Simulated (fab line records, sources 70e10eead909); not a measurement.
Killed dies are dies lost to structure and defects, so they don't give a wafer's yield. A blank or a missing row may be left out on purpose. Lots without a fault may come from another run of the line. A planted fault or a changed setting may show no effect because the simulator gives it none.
fab line records | flow nand_harc
record lots=5 wafers=15 last_day=30
route steps=1302 shown A_M1@1182 A_BONDPAD@1202 END@1302
lots that met no fault: from a run of the same line without faults
start_h: hours from the record's first day to the start of the lot's first wafer shown | wait_h: hours since the lot's step before | " the same as in the row above | L1.1+2: a row that stands for several wafers | - no value, or no start given | * or withheld: withheld | < > ~ a bound
route shown NAME@n: a module of which the file shows steps, and the number in the route of the first | usual: mean/standard deviation of fault-free wafers | same: alike in all rows | chamber/n: place in a boat | sites: the reading at each site | _std_site: their standard deviation | _edge_site: outer sites' mean less inner sites' | radius_mm: how far each site lies from the wafer's centre | mask NAME#n: copy n | behind: the tool/chamber that last shaped the wafer | hold: why the lot was held/for how many hours/how that ended | device: the transistor (n, p or np) that didn't switch | end of line: the same wafers' tests at the end of the route | a step without rows: its recipe alone | killed: dies lost to structure and defects at the first sort, not the wafer's yield | map: a wafer's dies, x killed, . not, _ none there
set.NAME: the setting as run; set.NAME@STEP: as run at that earlier step | model.NAME: the simulator's own value behind a step, which no gauge read
lots at some steps of the route; a table a step, a row a wafer
services: from which hour (start_h, from the record's first day; less than 0 if before it) a tool's chamber was out of use, for how many hours, and why
## steps
# step NHARC_A_M1_DESCUM_14
# recipe time_s=3 o2_flow_sccm=200 ar_flow_sccm=0 bias_power_w=0 chemistry=O2
# step NHARC_A_M1_ETCH_35
# recipe target_depth_a=400 overetch_a=120 time_s=43.94 ion_energy_ev=200 n2_flow_sccm=150 h2_flow_sccm=150 ar_flow_sccm=0 rf_w=400 bias_w=150 chemistry=N2/H2
# step NHARC_A_M1_ETCH_15
# recipe target_depth_a=1825 time_s=91.2 c4f8_flow_sccm=withheld ar_flow_sccm=400 rf_w=600 bias_w=300 chemistry=C4F8/Ar
# step NHARC_A_M1_STRIP_18
# recipe power_w=1000 n2_flow_sccm=150 h2_flow_sccm=150 ar_flow_sccm=0 bias_w=0 chemistry=N2/H2
# step NHARC_A_M1_ETCH_28
# recipe target_depth_a=300 over_etch_frac=0.3 time_s=72.99 ion_energy_ev=150 cf4_flow_sccm=50 n2_flow_sccm=100 ar_flow_sccm=150 rf_w=300 bias_w=100 chemistry=CF4/N2
# step NHARC_A_M1_STRIP_19
# recipe time_s=600 temp_c=30 chemistry=post_etch_residue_remover
# step NHARC_A_M1_DEGAS_29
# recipe temp_c=250 time_s=60
# step NHARC_A_M1_PRE_CLEAN_30
# recipe time_s=30 temp_c=280 gas=H2/He
# step NHARC_A_M1_PVD_20
# recipe target_thk_a=50 bias_v=168.6 power_w=15000 chamber_pressure_pa=0.12 time_s=8.06 substrate_temp_c=50 material=TaN
# step NHARC_A_M1_PVD_21
# recipe target_thk_a=300 chamber_pressure_pa=5 power_w=5000 substrate_temp_c=30 time_s=20.49 material=Cu
# step NHARC_A_M1_ECD_22
# recipe target_thk_a=4000 bath_temp_c=25 material=Cu
# usual bath_temp_c=24.99/0.1
# columns lot.wafer tool chamber start_h wait_h bath_temp_c
L264.1 ecd_cu-02 1 611.84 - 25.01
L264.4 " 1 " " 24.85
L264.3 " 0 " " 25.13
L263.2 ecd_cu-02 1 613.03 - 24.90
L263.3 " 0 " " 25.11
L263.4 " 1 " " 24.92
L265.2 ecd_cu-02 0 617.23 - 25.02
L265.3 " 1 " " 25.07
L265.5 " 1 " " 25.04
L270.2 ecd_cu-01 0 659.80 - 25.04
L270.1 " 1 " " 24.88
L270.5 " 0 " " 25.08
L271.1 ecd_cu-02 0 688.22 - 24.79
L271.4 " 1 " " 24.89
L271.5 " 1 " " 24.96
# step NHARC_A_M1_ANNEAL_31
# recipe temp_c=225 time_s=90
# step NHARC_A_M1_CMP_23
# recipe t_overpolish_s=20 target_thk_nm=154.34
# step NHARC_A_M1_SRD_25
# step NHARC_A_M1_PRE_CLEAN_32
# recipe time_s=12 temp_c=370 rf_power_w=300 gas=NH3
# step NHARC_A_M1_DEP_33
# recipe target_thk_a=300 temp_c=370 target_thk_nm=30 pressure_torr=3 flow_sccm=200 rf_w=450 material=SiCN
# step NHARC_A_BONDPAD_DEP_00
# recipe target_thk_a=2500 temp_c=370 target_thk_nm=250 pressure_torr=3 flow_sccm=200 rf_w=450 material=SiCN
# step NHARC_A_BONDPAD_CMP_29
# recipe target_thk_nm=200 material=SiCN
# step NHARC_A_BONDPAD_SRD_31
# step NHARC_A_BONDPAD_DEHYDRATE_01
# recipe temp_c=150 time_s=120
# step NHARC_A_BONDPAD_HMDS_02
# recipe time_s=30
# step NHARC_A_BONDPAD_COAT_33
# recipe temp_c=200 time_s=65
# step NHARC_A_BONDPAD_COAT_03
# recipe spin_rpm=2000 resist_thk_nm=600
# step NHARC_A_BONDPAD_SOFTBAKE_04
# recipe temp_c=125 time_s=70
# step NHARC_A_BONDPAD_EBR_05
# step NHARC_A_BONDPAD_EXPOSE_06
# recipe na=0.55 dose_mj=36.99 mask_id=A_BPAD
# step NHARC_A_BONDPAD_PEB_07
# recipe peb_temp_c=128 peb_time_s=80
# step NHARC_A_BONDPAD_DEVELOP_08
# recipe time_s=50 dev_temp_c=22
# step NHARC_A_BONDPAD_HARDBAKE_10
# recipe temp_c=118 time_s=65
# step NHARC_A_BONDPAD_DESCUM_11
# recipe time_s=3 o2_flow_sccm=200 ar_flow_sccm=0 bias_power_w=0 chemistry=O2
# step NHARC_A_BONDPAD_ETCH_34
# recipe target_depth_a=600 overetch_a=180 time_s=65.91 ion_energy_ev=200 n2_flow_sccm=150 h2_flow_sccm=150 ar_flow_sccm=0 rf_w=400 bias_w=150 chemistry=N2/H2
# step NHARC_A_BONDPAD_ETCH_12
# recipe target_depth_a=2200 time_s=110 chf3_flow_sccm=50 o2_flow_sccm=10 ar_flow_sccm=200 rf_w=500 bias_w=200 chemistry=CHF3/O2
# step NHARC_A_BONDPAD_STRIP_15
# recipe o2_flow_sccm=500 ar_flow_sccm=0 bias_w=0 chemistry=O2
# step NHARC_END_SORT_01
# recipe temp_c=25
# usual defect_limited_yield=91.5/2.4 killed_at_array=52/17 killed_at_other=0.9/1.2 killed_at_periphery=3.9/2.7 killed_dies=57/16 killed_open=3.3/1.9 killed_short=2.5/1.5 sort_bin_2_pct=3.0/1.2 sort_bin_3_pct=0.6/0.34 sort_bin_4_pct=4.8/1.3 sort_n_pass=620/16 sort_rim_yield_pct=89/4.3 sort_yield_pct=91.5/2.4
# same gross_dies=677 sort_bin_5_pct[%]=0 sort_bin_6_pct[%]=0 sort_bin_7_pct[%]=0 sort_bin_8_pct[%]=0 sort_rim_n_gross=106.00
# columns lot.wafer tool chamber start_h wait_h defect_limited_yield[%] killed_at_array killed_at_other killed_at_periphery killed_dies killed_open killed_short sort_bin_2_pct[%] sort_bin_3_pct[%] sort_bin_4_pct[%] sort_n_pass sort_rim_yield_pct[%] sort_yield_pct[%]
L264.1 prober-02 0 647.05 2.5 59.7 271 0 2 273 2 1 14.9 2.7 22.7 404 42 59.7
L264.3 prober-02 0 648.64 3.1 91.7 53 0 3 56 2 1 3.5 0.3 4.4 621 88 91.7
L264.4 prober-02 0 649.44 3.4 63.4 246 1 1 248 2 1 10.8 2.7 23.2 429 59 63.4
L263.2 prober-01 0 647.89 2.8 56.9 288 2 2 292 2 1 12.7 3.7 26.7 385 61 56.9
L263.4 prober-01 0 649.51 3.4 60.7 261 1 4 266 7 2 13.7 1.2 24.4 411 65 60.7
L265.2 prober-02 0 655.62 2.8 90.3 59 3 4 66 1 4 3.5 0.4 5.8 611 92 90.3
L265.3 prober-02 0 656.42 3.1 60.6 259 2 6 267 4 2 13.1 2.5 23.8 410 72 60.6
L265.5 prober-02 0 658.03 3.7 59.4 269 3 3 275 6 1 12.4 3.5 24.7 402 54 59.4
L270.1 prober-02 0 696.18 2.5 96.2 21 0 5 26 5 1 1.2 0.1 2.5 651 92 96.2
L270.2 prober-02 0 696.97 2.8 94.5 30 1 6 37 3 5 1.5 0.6 3.4 640 94 94.5
L270.5 prober-02 0 699.36 3.7 96.6 20 0 3 23 1 3 1.2 0 2.2 654 92 96.6
L271.1 prober-02 0 720.82 2.5 93.9 37 0 4 41 1 2 1.8 0.7 3.5 636 87 93.9
L271.4 prober-02 0 723.25 3.5 93.9 36 1 4 41 7 6 2.2 0.1 3.7 636 88 93.9
L271.5 prober-02 0 724.06 3.8 92.9 43 0 5 48 3 5 2.2 0.4 4.4 629 90 92.9
# killed by level:class
L264.1 A_M1:unspecified=230 A_SLIT:chamber_film_flake=19 A_CHANNEL_HOLE_D2:chamber_film_flake=10 A_CHANNEL_HOLE_D1:chamber_film_flake=3 A_CONTACT:chamber_film_flake=3 A_STAIRCASE:chamber_film_flake=2 A_ONON_D1:geometric_particle:short=1 A_ONON_D1:geometric_particle:open=1
L263.2 A_M1:unspecified=223 A_CHANNEL_HOLE_D1:chamber_film_flake=31 A_CHANNEL_HOLE_D2:chamber_film_flake=14 A_CONTACT:chamber_film_flake=7 A_CHANNEL_FILL_D2:chamber_film_flake=4 A_DECK1_JOINT:chamber_film_flake=3 A_STAIRCASE:chamber_film_flake=3 P_STI:geometric_particle:open=1
L264.3 A_SLIT:chamber_film_flake=24 A_CHANNEL_HOLE_D2:chamber_film_flake=8 A_CONTACT:chamber_film_flake=6 A_STAIRCASE:chamber_film_flake=5 A_CHANNEL_HOLE_D1:chamber_film_flake=3 A_DECK1_JOINT:chamber_film_flake=2 A_SGD_CUT:geometric_particle:open=1 A_WL_FILL:geometric_particle:short=1
L264.4 A_M1:unspecified=223 A_SLIT:chamber_film_flake=7 A_STAIRCASE:chamber_film_flake=5 A_CONTACT:chamber_film_flake=4 A_CHANNEL_HOLE_D2:chamber_film_flake=2 A_DECK1_JOINT:geometric_particle:open=1 A_SGD_CUT:geometric_particle:open=1 A_WL_FILL:geometric_particle:short=1
L263.4 A_M1:unspecified=213 A_CHANNEL_HOLE_D1:chamber_film_flake=25 A_CHANNEL_HOLE_D2:chamber_film_flake=7 A_STAIRCASE:chamber_film_flake=4 P_STI:chamber_film_flake=2 A_CHANNEL_FILL_D2:chamber_film_flake=2 A_CONTACT:chamber_film_flake=2 P_STI:geometric_particle:open=1
L265.2 A_CHANNEL_HOLE_D1:chamber_film_flake=34 A_CHANNEL_HOLE_D2:chamber_film_flake=14 A_CONTACT:chamber_film_flake=3 THIN_TSV:chamber_film_flake=3 A_CHANNEL_FILL_D1:geometric_particle:short=2 P_STI:chamber_film_flake=2 A_CHANNEL_FILL_D1:chamber_film_flake=2 P_M0:geometric_particle:open=1
L265.3 A_M1:unspecified=205 A_CHANNEL_HOLE_D1:chamber_film_flake=33 A_CHANNEL_HOLE_D2:chamber_film_flake=9 A_CONTACT:chamber_film_flake=4 P_STI:chamber_film_flake=3 A_SLIT:chamber_film_flake=2 THIN_TSV:chamber_film_flake=2 P_GATE:geometric_particle:open=1
L265.5 A_M1:unspecified=224 A_CHANNEL_HOLE_D1:chamber_film_flake=32 A_CHANNEL_HOLE_D2:chamber_film_flake=4 THIN_TSV:chamber_film_flake=3 A_BLC:geometric_particle:open=2 P_STI:chamber_film_flake=2 A_CONTACT:chamber_film_flake=2 P_M1:geometric_particle:open=1
L270.1 A_CHANNEL_HOLE_D1:chamber_film_flake=4 A_CONTACT:chamber_film_flake=3 P_BONDPAD:chamber_film_flake=2 A_CHANNEL_FILL_D1:chamber_film_flake=2 A_STAIRCASE:chamber_film_flake=2 A_SLIT:chamber_film_flake=2 A_WL_FILL:chamber_film_flake=2 P_CONTACT:geometric_particle:open=1
L270.2 A_CHANNEL_HOLE_D1:chamber_film_flake=14 P_BONDPAD:chamber_film_flake=3 A_STAIRCASE:chamber_film_flake=3 A_SLIT:chamber_film_flake=3 A_WL_FILL:chamber_film_flake=3 A_CHANNEL_FILL_D1:geometric_particle:short=2 P_CONTACT:geometric_particle:open=1 P_M1:geometric_particle:open=1
L270.5 A_CHANNEL_HOLE_D1:chamber_film_flake=5 A_STAIRCASE:chamber_film_flake=3 A_CONTACT:chamber_film_flake=3 A_WL_FILL:chamber_film_flake=2 A_CHANNEL_HOLE_D1:geometric_particle:short=1 A_CHANNEL_FILL_D1:geometric_particle:short=1 A_CHANNEL_HOLE_D2:geometric_particle:short=1 A_BLC:geometric_particle:open=1
L271.1 A_CHANNEL_HOLE_D1:chamber_film_flake=13 A_SLIT:chamber_film_flake=12 A_STAIRCASE:chamber_film_flake=5 P_BONDPAD:chamber_film_flake=3 A_CONTACT:chamber_film_flake=3 A_CHANNEL_HOLE_D1:geometric_particle:short=1 A_WL_FILL:geometric_particle:short=1 A_WL_FILL:geometric_particle:open=1
L271.4 A_SLIT:chamber_film_flake=15 A_CONTACT:chamber_film_flake=5 A_WL_FILL:geometric_particle:short=2 A_BLC:geometric_particle:open=2 A_ZERO_WELL:chamber_film_flake=2 A_STAIRCASE:chamber_film_flake=2 P_ZERO_WELL:geometric_particle:short=1 P_M0:geometric_particle:open=1
L271.5 A_SLIT:chamber_film_flake=28 P_BONDPAD:chamber_film_flake=4 A_CHANNEL_HOLE_D1:chamber_film_flake=4 P_GATE:geometric_particle:open=1 A_ONON_D1:geometric_particle:short=1 A_CHANNEL_HOLE_D1:geometric_particle:open=1 A_CHANNEL_FILL_D1:geometric_particle:short=1 A_DECK1_JOINT:geometric_particle:short=1
# map L263.2 (x killed, . not)
____________.____________
_________......x_________
_______xx.x..xx.x._______
______..xxxx...x..x______
_____.xxx..x.x.x...._____
____.x...x.xxxxx.x...____
____..x.x.x..x..x..x.____
___..x.x..x.....x.x...___
___....x..x.x.x.....xx___
__.xx...xxx.x..xxx.x...__
__xx..xx.....xxxx..x.x.__
_x.x.x.x.x...x...xxxxxxx_
_.....x.......xx...xx.xx_
_xxxxxx.xxxx.xx.....x.x._
_xxx.xx.x..x.x.x.x.x.xx._
_..xx...x.......x..xxxxx_
xxxx..xx.xx.xx.x..x.xxxx.
.x.x......x.......x.x.xx.
xxxx.........xxx.x..x....
xxxx..x..x.xxx.xx.x.x.x..
.xx...xx....xxxxx.xx.....
_.xxx.......xx..xx......_
_..xx..x.xx.xxxxxx....xx_
_xx.x....xxx.xx.xxx...x._
_x......x...xxxxx...xx.._
_.x.xx....x.xxxxx.x.x.x._
__xx.x.....x.xxxx....x.__
__xxx..xx.xx..xxx..x...__
___.....xx.x..x...x..x___
___x.x.......x......x.___
____xx....xxxxxx.x...____
____x...x..x.x.xx....____
_____..x.x.....x..x._____
______x......x.xx.x______
_______..x.....xx._______
_________.x.xx.x_________
____________x____________
# map L264.1 (x killed, . not)
____________x____________
_________xxx..xx_________
_______.xx.x.xxxxx_______
______.x.x.......xx______
_____x.....xx...xxxx_____
____..xx.x...x.x..xx.____
____.......xx.x...xx.____
___.xxx...xx.x........___
___...x.......xxx.x...___
__......x.x..x.......xx__
__.x.xx....xx......x..x__
_x.....x.x..xx...xx..xxx_
_xx......xxx...x.xx..x.x_
_x....x...x......x.xx.xx_
_x.x.x.x.x.x.x..x.x.x..._
_x......x...........x..x_
xxx.x..x............x....
xxxxx.xx.xx..x.x.....x..x
xxxx...x.....xx..x..x.xxx
x.x.x.x..x.....x.xx.....x
xx.x..x..xxx.....xx..x.xx
_xxxx..x...xxx.xxxx...x._
_xxx.xx.xxx....x.x...x.x_
_xxx.x..xxx.xxx.xx...x.x_
_..xxx.x........x...xxx._
_.x.xxx...xxx.x.xx..x..x_
__...x.x........x.x...x__
__.....x.x.xxxx..x.x...__
___..xx...x.xx...x..x.___
___x..x....x....x.xx.x___
____x...x....xxxxx..x____
____.x..xxxx..x.....x____
_____.xxxx..x....x.._____
______...x..x...x..______
_______xxx....x..._______
_________x.xx.x._________
____________x____________
## services
# columns tool chamber start_h hours kind
ecd_cu-02 - 596.53 8.0 pm
ecd_cu-01 - 621.69 0.2 repair
## key
first_sign step=NHARC_END_SORT_01 reading=killed_dies direction=up sigmas=13 usual=57 struck=270
effect step=NHARC_END_SORT_01 reading=defect_limited_yield direction=down sigmas=13 usual=91.5 struck=60.1
more_kills_born_at NHARC_A_M1_ECD_22@ecd_cu-02=1318
met_at NHARC_A_M1_ECD_22
struck_wafers L263.2,L263.4,L264.1,L264.4,L265.3,L265.5
fault kind=chamber_particle_source tool=ecd_cu-02 chamber=1 onset_h=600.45 steps=NHARC_A_M1_ECD_22 rate_per_visit_cm2=0.43469 end_h=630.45
